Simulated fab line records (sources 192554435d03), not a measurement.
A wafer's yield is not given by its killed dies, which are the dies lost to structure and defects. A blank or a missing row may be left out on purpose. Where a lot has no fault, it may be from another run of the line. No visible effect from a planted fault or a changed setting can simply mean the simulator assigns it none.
Comparing a struck lot with a sound one	flow n5_finfet	37 steps out of a route of 1938
Sound: wafers L312.1, L312.2, L312.4. The struck wafers were L329.1, L329.5, L329.6. Last of all comes the cause.
Each step with rows lists, per side, the tool, then ch with its chambers, then its first start. Under that, the readings that differ: sound wafers	struck wafers	difference of the means	sigmas: that difference in standard deviations of wafers without a fault.
alike: same words and numbers on both sides, and readings whose means sit less than 2 such deviations apart. not compared: any withheld reading, any reading some wafer has no value for, any bound like >300 that may hide the same value, and any number with overlapping values for which the record gives no deviation.
Wherever a step has rows on one side only, a row that says differs or no value, or a row with sigmas, the two part there. Non-overlapping numbers with no deviation appear without sigmas and do not part them. A reading missing from all wafers of one side parts the sides only when that side holds two or more wafers.

first, 9 steps without rows for these wafers: N5_BEOL_M4_ANNEAL_95 (time 240 s); N5_BEOL_M4_SPUTTER_96 (material Cu, target thk 4.5 nm, time 8.29 s); N5_BEOL_M4_ECD_50 (material Cu, target thk 300 nm); N5_BEOL_M4_ANNEAL_51 (time 90 s); N5_BEOL_M4_CMP_52 (polishes, stops on SiOC, t overpolish 6.8 s, target thk 40 nm); N5_BEOL_M4_PRE_CLEAN_60 (time 15 s); N5_BEOL_M4_CO_CAP_55 (material Co, precursor CCTBA/H2, target thk 2 nm, time 102.1 s); N5_BEOL_M4_PRE_CLEAN_56 (time 15 s); N5_BEOL_M4_DEP_57 (deposits SiCN from 3MS/NH3, target thk 8 nm, time 14 s).
N5_BEOL_M4_RC_MEAS_101:
  sound on prober-02 ch 0, day 9 21:53; struck on prober-02 ch 0, day 13 21:23
  alike: DIBL_N, DIBL_P, IOFF_N, IOFF_P, ION_N, ION_P, SS_N, SS_P, VT_N, VT_P
then, 24 steps without rows for these wafers: N5_BEOL_M5_ILD_DEP_00 (deposits SiCOH lowk from DEMS/porogen, target thk 140.64 nm, time 25.9 s); N5_BEOL_M5_CURE_79 (cures SiCOH lowk, time 240 s); N5_BEOL_M5_PECVD_70 (deposits SiO2 from TEOS/O2, target thk 16 nm, time 18 s); N5_BEOL_M5_HM_DEP_02 (deposits TiN, target thk 20 nm); N5_BEOL_M5_COAT_59 (time 60 s, resist thk 60 nm); N5_BEOL_M5_COAT_60 (time 60 s, resist thk 12 nm); N5_BEOL_M5_COAT_71 (time 60 s, resist thk 5 nm); N5_BEOL_M5_COAT_05 (resist thk 30 nm); N5_BEOL_M5_EBR_07; N5_BEOL_M5_SOFTBAKE_06 (time 60 s); N5_BEOL_M5_EXPOSE_08 (exposes mask M5, target cd 28 nm); N5_BEOL_M5_PEB_09 (peb time 60 s); N5_BEOL_M5_DEVELOP_10 (develop time 30 s); N5_BEOL_M5_DESCUM_16 (chemistry O2, time 7 s); N5_BEOL_M5_ETCH_72 (etches underlayer in N2/H2, target depth 6.5 nm, time 5.2 s); N5_BEOL_M5_ETCH_61 (etches SiARC in CF4, target depth 15.6 nm, time 26 s); N5_BEOL_M5_ETCH_62 (etches SOC in N2/H2, target depth 75 nm, overetch 15 nm, time 112.5 s); N5_BEOL_M5_STRIP_63 (strips in N2/H2); N5_BEOL_M5_STRIP_73 (strips in N2/H2); N5_BEOL_M5_STRIP_64 (strips in CF4); N5_BEOL_M5_HM_OPEN_17 (chemistry Cl2/BCl3, target TiN, target depth 20 nm, overetch 6 nm); N5_BEOL_M5_STRIP_19 (strips in O2); N5_BEOL_M5_COAT_65 (time 60 s, resist thk 60 nm); N5_BEOL_M5_COAT_66 (time 60 s, resist thk 12 nm).
N5_BEOL_M7_ETCH_66: etches SOC in N2/H2, target depth 80 nm, overetch 16 nm, time 120 s.
  sound on rie_diel-02 ch 0,1,3, day 10 23:34; struck on rie_diel-01 ch 0,2,3, day 15 01:40
  no value came back on the struck wafers for any of 9 readings (bias_w (W), chamber_pressure_mTorr (mTorr) and others); on the sound wafers bias_w (W) reads 150.3 149.2 149.6
reading	sound	struck	difference	sigmas
model.CAR-EUV_of_BEOL_M7_COAT_22.thk_nm (nm)	0 0 0	11.2 11 11.2	+11.1	
model.SiARC_of_BEOL_M7_COAT_64.thk_nm (nm)	6 6.4 6.2	12 12 12	+6	
model.underlayer_of_BEOL_M7_COAT_71.thk_nm (nm)	0 0 0	5 5 5	+5	
N5_BEOL_M7_VIA_ETCH_34: etches SiCOH lowk in C4F6/O2, target depth 125.5 nm, time 50.5 s.
  sound on rie_diel-02 ch 0,1,3, day 10 23:40; struck on rie_diel-01 ch 0,2,3, day 15 01:46
reading	sound	struck	difference	sigmas
oes_product_au (a.u.)	0.69 0.71 0.72	0.32 0.31 0.25	-0.41	-4
  alike: C4F6_flow_sccm, O2_flow_sccm, drypump_motor_current_A, oes_f_703_au, rf_vpp_V, showerhead_plenum_p_Torr, throttle_valve_pct
  not compared: rf_hours_counter_h
-- here the record skips 4 days between the struck wafers' starts before and after, leaving off in module BEOL_M7 and picking up in module PASSIVATION (first step shown: number 1936 of the route) --
N5_PASSIVATION_PROBE_49:
  sound on prober-01, day 14 23:28; struck on prober-02, day 18 14:19
reading	sound	struck	difference	sigmas
defect_limited_yield (%)	89.4 91.9 91.1	0 0 0	-91	-65
killed_at_M4_up	24 15 10	1100 1083 1075	+1070	+99 or more
killed_dies	125 95 105	1180 1180 1180	+1072	+67
killed_on_rim	13 6 13	152 152 152	+141	+34
sort_bin_5_function (%)	6.2 4.3 5.1	96.7 95.8 95.1	+90.7	+99 or more
sort_n_pass	1055 1085 1075	0 0 0	-1072	-63
sort_yield_pct (%)	89.4 91.9 91.1	0 0 0	-91	-61
  alike: killed_at_M0_to_M3, killed_at_contacts, killed_at_front_end, killed_at_other, killed_open, killed_short, sort_bin_6_memory

WHERE THEY PART
Earliest at N5_BEOL_M7_ETCH_66; latest, in this record, at N5_PASSIVATION_PROBE_49.

WHY: what had been put in by the simulator
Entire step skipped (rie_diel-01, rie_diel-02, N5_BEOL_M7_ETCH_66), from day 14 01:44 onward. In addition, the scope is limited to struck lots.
